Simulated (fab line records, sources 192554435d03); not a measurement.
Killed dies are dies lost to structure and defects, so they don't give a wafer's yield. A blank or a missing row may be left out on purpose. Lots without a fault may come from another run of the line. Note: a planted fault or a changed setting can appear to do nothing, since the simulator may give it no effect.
A struck lot beside a sound one    flow n5-finfet    40 out of 1938 route steps
Sound: wafers L586.1, L586.5, L586.6. Struck: wafer L598.1. (L598.2, L598.3 of the same lot were not struck and are left out.) The cause comes at the end.
For every step that has rows: the tool of each side, followed by ch and its chambers, followed by its first start. Under that, the readings that differ: sound wafers    struck wafers    difference of the means    sigmas: that difference in standard deviations of wafers without a fault.
alike: words and numbers the same on both sides, and readings whose means are apart by under 2 such deviations; not compared: readings that were withheld, readings missing a value for some wafer, numbers with overlapping values and no deviation given by the record, and bounds like >300 which may hide the same value.
A row with sigmas, a row that says differs or no value, or rows on one side alone: a step with any of these is where the two part. Non-overlapping numbers with no deviation appear without sigmas and do not part them. A reading missing from all wafers of one side parts the sides only when that side holds two or more wafers.

first, 11 steps without rows for these wafers: N5_BEOL_M3_SPUTTER_90 (material Cu, target thk 4.5 nm, time 8.29 s); N5_BEOL_M3_ANNEAL_91 (time 240 s); N5_BEOL_M3_SPUTTER_92 (material Cu, target thk 4.5 nm, time 8.29 s); N5_BEOL_M3_ANNEAL_93 (time 240 s); N5_BEOL_M3_SPUTTER_94 (material Cu, target thk 4.5 nm, time 8.29 s); N5_BEOL_M3_ANNEAL_95 (time 240 s); N5_BEOL_M3_SPUTTER_96 (material Cu, target thk 4.5 nm, time 8.29 s); N5_BEOL_M3_ECD_50 (material Cu, target thk 300 nm); N5_BEOL_M3_ANNEAL_51 (time 90 s); N5_BEOL_M3_CMP_52 (polishes, stops on SiOC, t overpolish 6.8 s, target thk 40 nm); N5_BEOL_M3_PRE_CLEAN_60 (time 15 s).
N5_BEOL_M3_CO_CAP_55: material Co, precursor CCTBA/H2, target thk 2 nm, time 102.1 s.
  sound on cvd-co-01 ch 1,2, day 10 11:35; struck on cvd-co-01 ch 1, day 13 23:11
  alike: heater-power-w
then, 2 steps without rows for these wafers: N5_BEOL_M3_PRE_CLEAN_56 (time 15 s); N5_BEOL_M3_DEP_57 (deposits SiCN from 3MS/NH3, target thk 8 nm, time 14 s).
N5_BEOL_M3_INSPECT_59: inspects for defects (darkfield).
  struck on defect-inspect-01, day 13 23:32; sound on defect-inspect-02, day 10 11:47
reading           sound      struck  difference  sigmas
raw-defect-count  86 86 114  415     +320        +13
then, 12 steps without rows for these wafers: N5_BEOL_M4_ILD_DEP_00 (deposits SiOC from DEMS/O2, target thk 79 nm, time 15.3 s); N5_BEOL_M4_PECVD_72 (deposits SiO2 from TEOS/O2, target thk 16 nm, time 18 s); N5_BEOL_M4_HM_DEP_02 (deposits TiN, target thk 20 nm); N5_BEOL_M4_COAT_61 (time 60 s, resist thk 60 nm); N5_BEOL_M4_COAT_62 (time 60 s, resist thk 12 nm); N5_BEOL_M4_COAT_73 (time 60 s, resist thk 5 nm); N5_BEOL_M4_COAT_05 (resist thk 30 nm); N5_BEOL_M4_EBR_07; N5_BEOL_M4_SOFTBAKE_06 (time 60 s); N5_BEOL_M4_EXPOSE_08 (exposes mask M4); N5_BEOL_M4_PEB_09 (peb time 60 s); N5_BEOL_M4_DEVELOP_10 (develop time 30 s).
N5_BEOL_M4_INSPECT_13: inspects for defects (brightfield).
  struck on defect-inspect-01, day 14 02:14; sound on defect-inspect-01, day 10 13:22
reading           sound        struck  difference  sigmas
raw-defect-count  397 480 456  716     +272        +3
then, 9 steps without rows for these wafers: N5_BEOL_M4_DESCUM_16 (chemistry O2, time 7 s); N5_BEOL_M4_ETCH_74 (etches underlayer in N2/H2, target depth 6.5 nm, time 5.2 s); N5_BEOL_M4_ETCH_63 (etches SiARC in CF4, target depth 15.6 nm, time 26 s); N5_BEOL_M4_ETCH_64 (etches SOC in N2/H2, target depth 75 nm, overetch 22.5 nm, time 121.9 s); N5_BEOL_M4_STRIP_65 (strips in N2/H2); N5_BEOL_M4_STRIP_75 (strips in N2/H2); N5_BEOL_M4_STRIP_66 (strips in CF4); N5_BEOL_M4_HM_OPEN_17 (chemistry Cl2/BCl3, target TiN, target depth 20 nm, overetch 6 nm); N5_BEOL_M4_STRIP_19 (strips in O2).
N5_BEOL_M4_INSPECT_30: inspects for defects (brightfield).
  struck on defect-inspect-02, day 14 03:50; sound on defect-inspect-01, day 10 14:22
reading           sound        struck  difference  sigmas
raw-defect-count  388 457 455  763     +330        +4
N5_BEOL_M4_RC_MEAS_101:
  sound on prober-01 ch 0, day 11 04:55; struck on prober-02 ch 0, day 14 17:02
  alike: DIBL_N, DIBL_P, IOFF_N, IOFF_P, ION_N, ION_P, SS_N, SS_P, VT_N, VT_P
-- here the record skips 5 days between the struck wafers' starts before and after, leaving off in module BEOL_M4 and picking up in module PASSIVATION (first step shown: number 1936 of the route) --
N5_PASSIVATION_PROBE_49:
  only the struck wafers here have rows in the record (prober-01, day 19 14:46); the sound ones have none

WHERE THEY PART
Last at N5_PASSIVATION_PROBE_49 as far as this record goes, first at N5_BEOL_M3_INSPECT_59.

WHY: the cause the simulator had injected
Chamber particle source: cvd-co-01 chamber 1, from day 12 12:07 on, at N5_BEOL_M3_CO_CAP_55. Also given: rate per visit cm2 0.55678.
